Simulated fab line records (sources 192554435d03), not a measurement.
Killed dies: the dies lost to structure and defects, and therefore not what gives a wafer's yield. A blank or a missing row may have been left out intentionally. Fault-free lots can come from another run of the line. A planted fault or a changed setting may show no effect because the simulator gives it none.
Chamber matching -- flow n5-finfet -- N5_FIN_SAQP_ETCH_69 on rie-diel-06: 4 sister chambers
The step etches SOC in N2/H2, stops on SiNx, target depth 150 nm. 8 wafers are shown with their chamber, then 8 later ones without.

## WAFERS, EACH WITH ITS CHAMBER
wafer,chamber,throttle-valve-pct (%),oes-product-au (a.u.)
L075.1,0,18.07,0.68
L076.2,2,17.62,0.70
L078.3,1,18.10,0.77
L078.5,2,17.63,0.70
L081.1,3,17.81,0.78
L081.3,0,18.08,0.68
L081.5,1,18.14,0.77
L082.1,3,17.80,0.77

## WAFERS WITHOUT THEIR CHAMBER
wafer,throttle-valve-pct (%),oes-product-au (a.u.)
L082.4,18.14,0.77
L082.5,17.64,0.69
L089.1,18.15,0.75
L089.2,17.65,0.68
L089.5,17.65,0.68
L097.1,18.18,0.74
L097.2,17.26,0.97
L097.3,17.65,0.94

## WHICH CHAMBER EACH ONE RAN IN
wafer,from the rows above,in truth
L082.4,1,1
L082.5,2,2
L089.1,1,1
L089.2,2,2
L089.5,2,2
L097.1,1,1
L097.2,3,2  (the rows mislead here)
L097.3,3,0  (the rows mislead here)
6 of 8 placed correctly. From these rows, 0 cannot be placed. Placed wrongly: 2.
How it was worked out, from the rows above alone: a wafer's distance from a chamber is the root of the sum, over the readings, of the square of ((its reading less the chamber's mean) divided by the reading's scatter). If the next closest chamber is less than 2 further off than the closest, the wafer can't be placed; otherwise it belongs to the closest. A chamber's mean is the mean of its shown wafers. How the scatter is found: for the shown wafers, subtract from each reading the mean of its chamber, square and add these, divide the total by (wafers less chambers), then take the root.
